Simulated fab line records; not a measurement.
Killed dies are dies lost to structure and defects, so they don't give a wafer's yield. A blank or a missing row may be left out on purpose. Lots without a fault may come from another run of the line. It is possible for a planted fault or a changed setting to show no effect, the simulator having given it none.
fab line records	flow nand_harc
record lots=6	wafers=18	last_day=33
route steps=1302 shown A_STAIRCASE@732 A_SGD_CUT@904 END@1302
lots untouched by any fault: they come from a run of this same line in which no faults occurred
start_h: the number of hours between the record's first day and the start of the first shown wafer of the lot	wait_h: hours elapsed since this lot's preceding step	" as in the row above	L1.1+2: several wafers, shown together as one row	- no value, or no start given	* or withheld: withheld	< > ~ a bound
route shown NAME@n: a module of which the file shows steps, and the number in the route of the first	usual: the fault-free wafers' mean and standard deviation	same: alike in all rows	chamber/n: place in a boat	sites: per-site readings	_std_site: standard deviation of those values	_edge_site: outer sites' mean less inner sites'	radius_mm: for every site, how far away it sits from the centre of the wafer	mask NAME#n: copy n	behind: the most recent tool/chamber to have shaped the wafer	hold: what put the lot on hold/how long, in hours/how the hold closed	device: the n, p or np transistor that did not switch	end of line: tests run on the same wafers once the route is complete	a step with no rows: only its recipe	killed: dies that structure and defects cost at the first sort, which is not the same as the wafer's yield	map: shows each die of a wafer: x if killed, . if not, _ if none is there
set.NAME: the setting the step ran with; set.NAME@STEP: the setting that earlier step ran with	model.NAME: the simulator's own value behind a step, which no gauge read
lots at selected steps of the route; one table per step, one row per wafer
services: from which hour (start_h, from the record's first day; less than 0 if before it) a tool's chamber was out of use, for how many hours, and why
## steps
# step NHARC_A_STAIRCASE_HARDBAKE_218
# recipe temp_c=120	time_s=140
# step NHARC_A_STAIRCASE_DESCUM_219
# recipe time_s=3	o2_flow_sccm=200	ar_flow_sccm=0	bias_power_w=0	chemistry=O2
# step NHARC_A_STAIRCASE_TRIM_220
# recipe time_s=211.2	o2_flow_sccm=500	ar_flow_sccm=0	bias_w=0	chemistry=O2
# step NHARC_A_STAIRCASE_ETCH_221
# recipe target_depth_a=1000	time_s=40.5	ion_energy_ev=400	c4f8_flow_sccm=20	o2_flow_sccm=10	ar_flow_sccm=withheld	rf_w=600	bias_w=1000	chemistry=C4F8/O2
# usual chamber_pressure_mTorr=24.996/0.022	oes_product_au=0.938/0.015	rf_vpp_V=897/5.4
# same time_s=40.5
lot.wafer	tool	chamber	start_h	wait_h	chamber_pressure_mTorr	oes_product_au	rf_hours_counter_h	rf_vpp_V
L745.3	rie_diel-04	3	-	-	25.035	0.935	14	903
L745.2	"	0	"	"	25.028	0.933	15	891
L745.5	"	0	"	"	24.967	0.932	-	891
L750.3	rie_diel-04	3	-	-	25.026	0.911	32	903
L750.1	"	0	"	"	24.975	0.923	27	891
L750.6	"	3	"	"	25.000	0.922	-	902
L752.1	rie_diel-04	0	-	-	24.996	0.933	35	890
L752.6	"	3	"	"	24.968	0.939	-	901
L752.5	"	0	"	"	24.999	0.933	-	889
L760.1	rie_diel-11	1	-	-	25.000	0.922	42	900
L760.4	"	2	"	"	24.967	0.935	42	898
L760.6	"	1	"	"	25.005	0.920	-	900
L761.2	rie_diel-12	1	-	-	24.983	0.919	27	899
L761.1	"	3	"	"	24.980	0.916	30	892
L761.5	"	0	"	"	24.990	0.916	-	893
L764.1	rie_diel-04	3	-	-	24.975	0.944	11	902
L764.2	"	1	"	"	24.997	0.952	10	907
L764.5	"	2	"	"	25.021	0.932	-	896
# step NHARC_A_STAIRCASE_TRIM_222
# recipe time_s=211.2	o2_flow_sccm=500	ar_flow_sccm=0	bias_w=0	chemistry=O2
# step NHARC_A_STAIRCASE_ETCH_223
# recipe target_depth_a=1000	time_s=40.5	ion_energy_ev=400	c4f8_flow_sccm=20	o2_flow_sccm=10	ar_flow_sccm=withheld	rf_w=600	bias_w=1000	chemistry=C4F8/O2
# step NHARC_A_STAIRCASE_TRIM_224
# recipe time_s=211.2	o2_flow_sccm=500	ar_flow_sccm=0	bias_w=0	chemistry=O2
# step NHARC_A_STAIRCASE_ETCH_225
# recipe target_depth_a=1000	time_s=40.5	ion_energy_ev=400	c4f8_flow_sccm=20	o2_flow_sccm=10	ar_flow_sccm=withheld	rf_w=600	bias_w=1000	chemistry=C4F8/O2
# step NHARC_A_STAIRCASE_TRIM_226
# recipe time_s=211.2	o2_flow_sccm=500	ar_flow_sccm=0	bias_w=0	chemistry=O2
# step NHARC_A_STAIRCASE_ETCH_227
# recipe target_depth_a=1000	time_s=40.5	ion_energy_ev=400	c4f8_flow_sccm=20	o2_flow_sccm=10	ar_flow_sccm=withheld	rf_w=600	bias_w=1000	chemistry=C4F8/O2
# step NHARC_A_STAIRCASE_TRIM_229
# recipe time_s=211.2	o2_flow_sccm=500	ar_flow_sccm=0	bias_w=0	chemistry=O2
# usual chamber_pressure_mTorr=60.00/0.058	drypump_motor_current_A=5.8/0.52	mfc_ar_sccm=0.009/0.014	oes_product_au=0.998/0.0082	rf_vpp_V=57.9/0.93	showerhead_plenum_p_Torr=3.54/0.13	throttle_valve_pct=17.037/0.0083
# same time_s=211.2
lot.wafer	tool	chamber	start_h	wait_h	chamber_pressure_mTorr	drypump_motor_current_A	mfc_ar_sccm	oes_product_au	rf_hours_counter_h	rf_vpp_V	showerhead_plenum_p_Torr	throttle_valve_pct
L745.2	rie_diel-04	2	404.47	0.1	59.97	6.2	0.017	0.996	17	59.4	3.62	17.028
L745.3	"	3	"	"	60.05	6.0	0	0.998	15	58.4	3.73	17.034
L745.5	"	1	"	"	60.00	6.6	0.030	0.999	-	57.2	3.29	17.039
L750.3	rie_diel-04	3	444.44	0.1	59.98	6.0	0	0.992	32	59.4	3.72	17.038
L750.1	"	1	"	"	59.96	6.6	0.030	1.008	27	57.9	3.28	17.036
L750.6	"	3	"	"	59.99	6.0	0	0.996	-	59.3	3.72	17.032
L752.1	rie_diel-04	2	465.95	0.1	60.02	6.2	0.017	1.001	40	59.0	3.61	17.045
L752.5	"	0	"	"	59.98	5.3	0	1.005	-	57.7	3.39	17.031
L752.6	"	2	"	"	60.06	6.2	0.017	1.003	-	57.8	3.61	17.033
L760.4	rie_diel-12	0	543.72	0.1	60.07	5.0	0.018	1.007	27	57.9	3.42	17.028
L760.1	"	2	"	"	60.04	5.5	0	0.984	25	58.1	3.61	17.035
L760.6	"	0	"	"	60.00	5.0	0.018	0.987	-	57.5	3.42	17.034
L761.1	rie_diel-11	2	555.14	0.1	60.02	6.1	0	1.007	45	56.7	3.59	17.033
L761.2	"	3	"	"	59.96	5.0	0.043	0.994	42	56.4	3.47	17.035
L761.5	"	3	"	"	59.94	5.0	0.043	0.992	-	57.8	3.47	17.033
L764.2	rie_diel-04	0	590.03	0.1	60.00	5.3	0	1.002	10	57.0	3.37	17.036
L764.1	"	2	"	"	59.92	6.2	0.017	0.988	12	58.8	3.59	17.052
L764.5	"	0	"	"	59.98	5.3	0	0.990	-	58.1	3.37	17.042
# step NHARC_A_STAIRCASE_ETCH_230
# recipe target_depth_a=1000	time_s=40.5	ion_energy_ev=400	c4f8_flow_sccm=20	o2_flow_sccm=10	ar_flow_sccm=withheld	rf_w=600	bias_w=1000	chemistry=C4F8/O2
# usual chamber_pressure_mTorr=24.999/0.024	oes_product_au=0.948/0.017	rf_vpp_V=896/5
# same time_s=40.5
lot.wafer	tool	chamber	start_h	wait_h	chamber_pressure_mTorr	oes_product_au	rf_hours_counter_h	rf_vpp_V
L745.3	rie_diel-04	0	-	-	24.971	0.964	15	891
L745.2	"	1	"	"	25.003	0.948	14	886
L745.5	"	3	"	"	24.959	0.956	-	903
L750.3	rie_diel-04	0	-	-	24.993	0.931	28	891
L750.1	"	1	"	"	24.993	0.930	27	889
L750.6	"	3	"	"	24.988	0.936	-	902
L752.1	rie_diel-04	2	-	-	24.953	0.941	40	898
L752.5	"	2	"	"	25.004	0.942	-	898
L752.6	"	0	"	"	24.993	0.936	-	890
L760.4	rie_diel-12	0	-	-	25.015	0.948	27	893
L760.1	"	2	"	"	25.048	0.939	25	898
L760.6	"	0	"	"	25.025	0.935	-	891
L761.2	rie_diel-11	2	-	-	25.004	0.968	45	900
L761.1	"	0	"	"	24.991	0.975	44	898
L761.5	"	1	"	"	24.996	0.981	-	901
L764.2	rie_diel-04	1	-	-	24.972	0.941	11	906
L764.1	"	2	"	"	24.994	0.950	12	897
L764.5	"	0	"	"	24.993	0.932	-	890
# step NHARC_A_STAIRCASE_TRIM_231
# recipe time_s=211.2	o2_flow_sccm=500	ar_flow_sccm=0	bias_w=0	chemistry=O2
# step NHARC_A_STAIRCASE_ETCH_232
# recipe target_depth_a=1000	time_s=40.5	ion_energy_ev=400	c4f8_flow_sccm=20	o2_flow_sccm=10	ar_flow_sccm=withheld	rf_w=600	bias_w=1000	chemistry=C4F8/O2
# usual chamber_pressure_mTorr=25.001/0.023	oes_product_au=0.943/0.01	rf_vpp_V=897/4.9
# same time_s=40.5
lot.wafer	tool	chamber	start_h	wait_h	chamber_pressure_mTorr	oes_product_au	rf_hours_counter_h	rf_vpp_V
L745.2	rie_diel-04	1	-	-	24.977	0.940	14	886
L745.3	"	2	"	"	25.023	0.942	17	900
L745.5	"	3	"	"	25.033	0.960	-	903
L750.3	rie_diel-04	2	-	-	25.016	0.947	32	901
L750.1	"	3	"	"	24.977	0.932	33	904
L750.6	"	2	"	"	24.991	0.944	-	900
L752.1	rie_diel-04	0	-	-	25.015	0.944	36	890
L752.6	"	3	"	"	24.982	0.950	-	902
L752.5	"	0	"	"	25.007	0.946	-	892
L760.4	rie_diel-12	0	-	-	25.027	0.951	27	890
L760.1	"	1	"	"	24.977	0.943	24	898
L760.6	"	3	"	"	25.007	0.931	-	892
L761.2	rie_diel-11	1	-	-	25.013	0.964	47	900
L761.1	"	0	"	"	25.004	0.970	44	899
L761.5	"	2	"	"	24.997	0.954	-	898
L764.1	rie_diel-04	1	-	-	24.981	0.941	11	906
L764.2	"	3	"	"	25.032	0.947	12	902
L764.5	"	1	"	"	25.017	0.938	-	906
# step NHARC_A_STAIRCASE_TRIM_233
# recipe time_s=211.2	o2_flow_sccm=500	ar_flow_sccm=0	bias_w=0	chemistry=O2
# step NHARC_A_STAIRCASE_ETCH_234
# recipe target_depth_a=1000	time_s=40.5	ion_energy_ev=400	c4f8_flow_sccm=20	o2_flow_sccm=10	ar_flow_sccm=withheld	rf_w=600	bias_w=1000	chemistry=C4F8/O2
# usual chamber_pressure_mTorr=24.997/0.024	oes_product_au=0.942/0.0091	rf_vpp_V=896/4.9
# same time_s=40.5
lot.wafer	tool	chamber	start_h	wait_h	chamber_pressure_mTorr	oes_product_au	rf_hours_counter_h	rf_vpp_V
L745.3	rie_diel-04	0	-	-	25.052	0.945	16	891
L745.2	"	1	"	"	24.970	0.950	14	887
L745.5	"	3	"	"	25.002	0.957	-	903
L750.1	rie_diel-04	0	-	-	24.988	0.935	28	891
L750.3	"	1	"	"	24.996	0.935	27	888
L750.6	"	3	"	"	24.986	0.955	-	902
L752.1	rie_diel-04	3	-	-	24.996	0.941	41	905
L752.6	"	3	"	"	24.953	0.941	-	903
L752.5	"	0	"	"	25.035	0.941	-	890
L760.4	rie_diel-12	2	-	-	24.980	0.927	26	899
L760.1	"	3	"	"	24.986	0.941	27	891
L760.6	"	2	"	"	24.995	0.927	-	899
L761.2	rie_diel-11	3	-	-	25.031	0.936	43	893
L761.1	"	1	"	"	24.975	0.972	47	902
L761.5	"	3	"	"	25.030	0.940	-	893
L764.1	rie_diel-04	2	-	-	25.011	0.936	13	898
L764.2	"	1	"	"	25.014	0.947	11	906
L764.5	"	2	"	"	24.977	0.943	-	898
# step NHARC_A_STAIRCASE_TRIM_235
# recipe time_s=211.2	o2_flow_sccm=500	ar_flow_sccm=0	bias_w=0	chemistry=O2
# usual chamber_pressure_mTorr=60.00/0.055	drypump_motor_current_A=5.8/0.53	mfc_ar_sccm=0.010/0.014	oes_product_au=0.999/0.0062	rf_vpp_V=57.8/0.89	showerhead_plenum_p_Torr=3.53/0.13	throttle_valve_pct=17.036/0.009
# same time_s=211.2
lot.wafer	tool	chamber	start_h	wait_h	chamber_pressure_mTorr	drypump_motor_current_A	mfc_ar_sccm	oes_product_au	rf_hours_counter_h	rf_vpp_V	showerhead_plenum_p_Torr	throttle_valve_pct
L745.3	rie_diel-04	0	-	-	60.01	5.3	0	1.001	16	56.7	3.40	17.037
L745.2	"	2	"	"	60.08	6.2	0.017	0.997	17	58.7	3.63	17.044
L745.5	"	1	"	"	60.10	6.6	0.030	0.998	-	57.5	3.29	17.040
L750.1	rie_diel-04	1	-	-	59.99	6.6	0.030	0.999	27	57.8	3.28	17.022
L750.3	"	2	"	"	59.99	6.2	0.017	0.996	32	56.8	3.62	17.030
L750.6	"	3	"	"	60.00	6.0	0	0.996	-	57.8	3.72	17.037
L752.1	rie_diel-04	3	-	-	60.02	6.0	0	1.004	41	57.4	3.72	17.038
L752.5	"	3	"	"	59.91	6.0	0	1.006	-	59.2	3.72	17.033
L752.6	"	2	"	"	60.02	6.2	0.017	0.992	-	57.5	3.61	17.044
L760.1	rie_diel-12	3	-	-	60.01	6.1	0.001	0.996	27	56.3	3.41	17.018
L760.4	"	1	"	"	59.97	5.5	0	1.002	24	56.9	3.58	17.028
L760.6	"	0	"	"	59.92	5.0	0.018	1.008	-	58.0	3.42	17.053
L761.1	rie_diel-11	0	-	-	60.11	6.4	0	1.005	44	58.4	3.61	17.032
L761.2	"	1	"	"	60.01	6.2	0	1.005	47	57.7	3.64	17.032
L761.5	"	0	"	"	60.03	6.4	0	0.992	-	57.5	3.61	17.025
L764.1	rie_diel-04	0	-	-	60.03	5.3	0	0.993	10	56.3	3.37	17.036
L764.2	"	1	"	"	60.08	6.6	0.030	1.003	11	57.6	3.80	17.033
L764.5	"	2	"	"	60.04	6.2	0.017	0.994	-	57.7	3.59	17.047
# step NHARC_A_STAIRCASE_ETCH_236
# recipe target_depth_a=1000	time_s=40.5	ion_energy_ev=400	c4f8_flow_sccm=20	o2_flow_sccm=10	ar_flow_sccm=withheld	rf_w=600	bias_w=1000	chemistry=C4F8/O2
# step NHARC_A_STAIRCASE_STRIP_238
# recipe power_w=1500	temp_c=250	chemistry=O2
# step NHARC_A_STAIRCASE_STRIP_239
# recipe time_s=900	temp_c=130	chemistry=SPM
# step NHARC_A_STAIRCASE_PRECLEAN_240
# recipe time_s=*	temp_c=50	bath_age_min=0	chemistry=SC1
# step NHARC_A_STAIRCASE_SRD_241
# step NHARC_A_STAIRCASE_DEHYDRATE_242
# recipe temp_c=150	time_s=120
# step NHARC_A_STAIRCASE_HMDS_243
# recipe time_s=30
# step NHARC_A_STAIRCASE_COAT_244
# recipe spin_rpm=1200
# step NHARC_A_STAIRCASE_SOFTBAKE_245
# recipe temp_c=135	time_s=170
# step NHARC_A_STAIRCASE_EBR_246
# step NHARC_A_STAIRCASE_EXPOSE_247
# recipe na=0.5	dose_mj=25.34	mask_id=SDS_1
# step NHARC_A_STAIRCASE_PEB_248
# recipe peb_temp_c=115	peb_time_s=130
# step NHARC_A_STAIRCASE_DEVELOP_249
# recipe time_s=140
# step NHARC_A_STAIRCASE_HARDBAKE_251
# recipe temp_c=120	time_s=140
# step NHARC_A_STAIRCASE_DESCUM_252
# recipe time_s=3	o2_flow_sccm=200	ar_flow_sccm=0	bias_power_w=0	chemistry=O2
# step NHARC_A_STAIRCASE_ETCH_253
# recipe target_depth_a=500	time_s=20.2	ion_energy_ev=400	c4f8_flow_sccm=20	o2_flow_sccm=10	ar_flow_sccm=withheld	rf_w=600	bias_w=1000	chemistry=C4F8/O2
# step NHARC_A_STAIRCASE_STRIP_254
# recipe power_w=1500	temp_c=250	chemistry=O2
# step NHARC_A_STAIRCASE_STRIP_255
# recipe time_s=900	temp_c=130	chemistry=SPM
# step NHARC_A_STAIRCASE_PRECLEAN_256
# recipe time_s=*	temp_c=50	bath_age_min=0	chemistry=SC1
# step NHARC_A_STAIRCASE_SRD_257
# step NHARC_A_STAIRCASE_HM_DEP_456
# recipe target_thk_a=31000	temp_c=400	material=aC
# step NHARC_A_SGD_CUT_DESCUM_14
# recipe time_s=3	o2_flow_sccm=200	ar_flow_sccm=0	bias_power_w=0	chemistry=O2
# usual chamber_pressure_mTorr=60.01/0.059	drypump_motor_current_A=5.86/0.28	mfc_ar_sccm=0.012/0.015	oes_product_au=0.999/0.0075	rf_vpp_V=57.7/0.81	showerhead_plenum_p_Torr=1.90/0.063	throttle_valve_pct=11.311/0.0084
# same time_s=3
lot.wafer	tool	chamber	start_h	wait_h	hold	chamber_pressure_mTorr	drypump_motor_current_A	mfc_ar_sccm	oes_product_au	rf_hours_counter_h	rf_vpp_V	showerhead_plenum_p_Torr	throttle_valve_pct
L745.2	rie_diel-02	1	474.87	0.1	-	60.09	5.72	0.014	1.016	6	57.2	1.81	11.301
L745.3	"	2	"	"	-	59.90	5.97	0	1.010	6	58.0	1.93	11.318
L745.5	"	0	"	"	-	60.09	5.53	0	1.004	-	56.3	1.92	11.319
L750.3	rie_diel-02	0	521.04	3.4	await_dispo/3.4h/release	59.92	5.52	0	0.992	10	58.2	1.92	11.319
L750.1	"	2	"	"	await_dispo/3.4h/release	59.93	5.96	0	0.999	10	57.9	1.93	11.313
L750.6	"	0	"	"	await_dispo/3.4h/release	59.99	5.50	0	0.992	-	57.4	1.92	11.316
L752.1	rie_diel-02	2	534.37	4.4	await_dispo/4.3h/release	59.94	6.01	0	0.990	12	58.2	1.92	11.307
L752.5	"	1	"	"	await_dispo/4.3h/release	59.94	5.73	0.014	1.003	-	56.3	1.81	11.307
L752.6	"	2	"	"	await_dispo/4.3h/release	60.00	5.98	0	0.992	-	57.3	1.92	11.321
L760.4	rie_diel-01	2	608.42	0.1	-	59.98	6.29	0.001	0.993	3	58.3	2.00	11.309
L760.1	"	3	"	"	-	60.03	6.26	0.024	1.004	3	58.7	1.90	11.303
L760.6	"	3	"	"	-	60.00	6.30	0.024	1.000	-	59.0	1.90	11.319
L761.2	rie_diel-01	0	631.61	0.1	-	60.07	5.74	0.041	0.990	5	57.4	1.92	11.302
L761.1	"	2	"	"	-	59.99	6.25	0.001	0.988	5	59.1	2.00	11.321
L761.5	"	1	"	"	-	59.98	5.81	0.034	0.992	-	56.4	1.83	11.313
L764.2	rie_diel-01	0	660.33	0.1	-	59.94	5.72	0.041	0.999	6	59.1	1.92	11.310
L764.1	"	2	"	"	-	60.07	6.28	0.001	0.985	6	58.1	2.00	11.320
L764.5	"	3	"	"	-	60.03	6.27	0.024	1.005	-	57.3	1.90	11.304
# step NHARC_END_SORT_01
# recipe temp_c=25
# usual killed_at_array=58/15	killed_at_other=0.8/1.2	killed_at_periphery=3.5/2.5	killed_dies=62/15	killed_open=3.2/1.7	killed_short=2.4/1.5
# same gross_dies=677
lot.wafer	tool	chamber	start_h	wait_h	killed_at_array	killed_at_other	killed_at_periphery	killed_dies	killed_open	killed_short
L745.2	prober-02	0	595.95	2.8	74	2	1	77	2	3
L745.3	prober-02	0	596.76	3.1	88	0	9	97	6	3
L745.5	prober-02	0	598.36	3.7	76	2	5	83	3	2
L750.1	prober-01	0	665.91	2.5	95	0	8	103	3	5
L750.3	prober-01	0	667.52	3.1	117	0	10	127	2	2
L750.6	prober-01	0	669.93	4.0	129	0	7	136	2	2
L752.1	prober-01	0	681.85	2.5	121	1	4	126	6	0
L752.5	prober-01	0	685.04	3.7	110	0	6	116	5	1
L752.6	prober-01	0	685.84	4.0	112	1	3	116	3	0
# killed by level:class
L745.2 A_CHANNEL_HOLE_D1:chamber_film_flake=28 A_CHANNEL_HOLE_D2:chamber_film_flake=27 A_SLIT:chamber_film_flake=11 A_CONTACT:chamber_film_flake=2 THIN_TSV:chamber_film_flake=2 P_M0:geometric_particle:short=1 A_SOURCE_PLATE:geometric_particle:short=1 A_ONON_D1:geometric_particle:open=1
L745.3 A_CHANNEL_HOLE_D2:chamber_film_flake=31 A_CHANNEL_HOLE_D1:chamber_film_flake=29 A_SLIT:chamber_film_flake=21 A_CONTACT:chamber_film_flake=3 P_GATE:geometric_particle:open=2 P_M2:geometric_particle:open=2 A_CHANNEL_FILL_D1:chamber_film_flake=2 P_GATE:geometric_particle:short=1
L745.5 A_SLIT:chamber_film_flake=24 A_CHANNEL_HOLE_D2:chamber_film_flake=22 A_CHANNEL_HOLE_D1:chamber_film_flake=19 A_STAIRCASE:chamber_film_flake=4 P_ZERO_WELL:chamber_film_flake=2 A_DECK1_JOINT:chamber_film_flake=2 THIN_TSV:chamber_film_flake=2 P_GATE:geometric_particle:open=1
L750.1 A_STAIRCASE:unspecified=37 A_SLIT:chamber_film_flake=30 A_CHANNEL_HOLE_D2:chamber_film_flake=9 P_M1:chamber_film_flake=5 A_STAIRCASE:chamber_film_flake=4 A_CONTACT:chamber_film_flake=3 A_ONON_D1:geometric_particle:short=2 A_CHANNEL_FILL_D1:geometric_particle:short=2
L750.3 A_STAIRCASE:unspecified=69 A_SLIT:chamber_film_flake=20 A_CHANNEL_HOLE_D2:chamber_film_flake=13 P_M1:chamber_film_flake=5 A_STAIRCASE:chamber_film_flake=4 P_GATE:chamber_film_flake=3 A_CHANNEL_FILL_D2:geometric_particle:short=2 P_ZERO_WELL:chamber_film_flake=2
L750.6 A_STAIRCASE:unspecified=80 A_SLIT:chamber_film_flake=23 A_CHANNEL_HOLE_D2:chamber_film_flake=11 A_STAIRCASE:chamber_film_flake=7 P_M1:chamber_film_flake=4 P_GATE:chamber_film_flake=2 A_CHANNEL_FILL_D1:chamber_film_flake=1 A_CHANNEL_FILL_D1:geometric_particle:short=1
L752.1 A_STAIRCASE:unspecified=76 A_SLIT:chamber_film_flake=29 A_CHANNEL_HOLE_D1:chamber_film_flake=3 P_M2:chamber_film_flake=2 A_DECK1_JOINT:chamber_film_flake=2 A_M0:chamber_film_flake=2 A_STAIRCASE:chamber_film_flake=2 A_CONTACT:chamber_film_flake=2
L752.5 A_STAIRCASE:unspecified=71 A_SLIT:chamber_film_flake=28 P_M2:chamber_film_flake=3 A_STAIRCASE:chamber_film_flake=2 A_WL_FILL:chamber_film_flake=2 P_GATE:geometric_particle:open=1 P_CONTACT:geometric_particle:short=1 P_M0:geometric_particle:open=1
L752.6 A_STAIRCASE:unspecified=76 A_SLIT:chamber_film_flake=16 A_CHANNEL_HOLE_D1:chamber_film_flake=8 A_CONTACT:chamber_film_flake=5 P_M2:chamber_film_flake=2 A_STAIRCASE:chamber_film_flake=2 P_M0:geometric_particle:open=1 A_CHANNEL_FILL_D2:geometric_particle:open=1
# map L750.6 (x killed, . not)
____________.____________
_________..x...._________
_______..........._______
______.x...........______
_____..............._____
____........x........____
____.................____
___..........x.x...x..___
___.........x.x.......___
__.....x...xxx.x.......__
__..........xxxx.......__
_..........xxx...x.x...._
_..........xxxxx........_
_.....x...x.xxx.xx.x...._
_..........x.xx...x....._
_...x.......xx..x......._
.............xx.x........
..........x.x............
....x.xxxx.x.............
.....xxxxx...............
....xx.xx.x..............
_....xxxxxxx............_
_..xxxxxxxxx............_
_.x.xxxxxxx.x..........._
_..xxxxxxxxx............_
_...xxxxxxxxx....x......_
__..xxxxxxxx...........__
__..xxxxxxx............__
___..xxxxx............___
___...xxxx............___
____.................____
____..x..............____
_____..............._____
______.......x.....______
_______.....x....._______
_________.x....._________
____________.____________
# map L752.1 (x killed, . not)
____________.____________
_________......._________
_______.....x....._______
______.............______
_____...........x..._____
____..........x......____
____.x..xx...xx......____
___...xxxx....xx......___
___.xxxxxxx.x.........___
__..x.xxxxxxxxxx.......__
__..xxxxxxx.xxx.x......__
_....xxxxxxxxx.x.......x_
_....xxxxxxxxx.........._
_..xxxxxxxxxxxxx........_
_..xxxxxxxxxxxxxx......._
_....xxxxxxxx..........._
.....xxx..xx.x.x.........
.......xxxx...xx.........
.......xxxx..............
......x....x.............
.......x.................
_......................._
_......................._
_......................._
_......................._
_.....x.........x......._
__.....................__
__..............x......__
___........x..........___
___..................x___
____............x....____
____.................____
_____........x......_____
______.............______
_______..........._______
_________......._________
____________.____________
## services
tool	chamber	start_h	hours	kind
rie_diel-01	-	380.82	9.0	pm
rie_diel-01	2	393.51	3.3	repair
rie_diel-02	-	393.70	9.0	pm
rie_diel-04	1	395.52	5.5	repair
rie_diel-12	-	396.22	1.2	repair
rie_diel-01	2	397.78	2.8	repair
rie_diel-04	1	411.04	2.2	repair
rie_diel-04	0	416.90	7.5	repair
rie_diel-11	-	432.54	9.0	pm
rie_diel-12	-	445.50	9.0	pm
rie_diel-04	1	446.43	59.4	repair
rie_diel-11	2	488.06	1.5	repair
rie_diel-01	2	520.61	2.8	repair
rie_diel-04	-	534.82	9.0	pm
rie_diel-01	2	548.55	2.6	repair
rie_diel-01	-	557.82	9.0	pm
rie_diel-12	3	562.56	6.0	repair
rie_diel-01	0	568.45	6.7	repair
rie_diel-02	-	570.70	9.0	pm
rie_diel-11	3	579.65	3.0	repair
rie_diel-11	-	609.54	9.0	pm
rie_diel-04	0	614.70	15.9	repair
rie_diel-01	0	618.00	2.5	repair
rie_diel-12	-	622.57	9.0	pm
## key
first_sign step=NHARC_END_SORT_01	reading=killed_dies	direction=up	sigmas=3.9	usual=62	struck=121
effect step=NHARC_END_SORT_01	reading=killed_at_array	direction=up	sigmas=3.7	usual=58	struck=114
more_kills_born_at NHARC_A_STAIRCASE_TRIM_229@rie_diel-04=407
met_at NHARC_A_STAIRCASE_TRIM_229
struck_wafers L750.1,L750.3,L750.6,L752.1,L752.5,L752.6
tester_left_out L750,L752
onset_between 404.47 444.44
fault kind=chamber_particle_source	tool=rie_diel-04	chamber=-	onset_h=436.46	steps=NHARC_A_STAIRCASE_TRIM_229	rate_per_visit_cm2=0.57947	end_h=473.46
# tester_left_out: of these lots the tester's yield and bins aren't shown, on N5 and GAA mostly nor the transistor test; their killed dies are dies lost to structure and defects alone, not to doping, threshold or leakage, so they don't give the yield
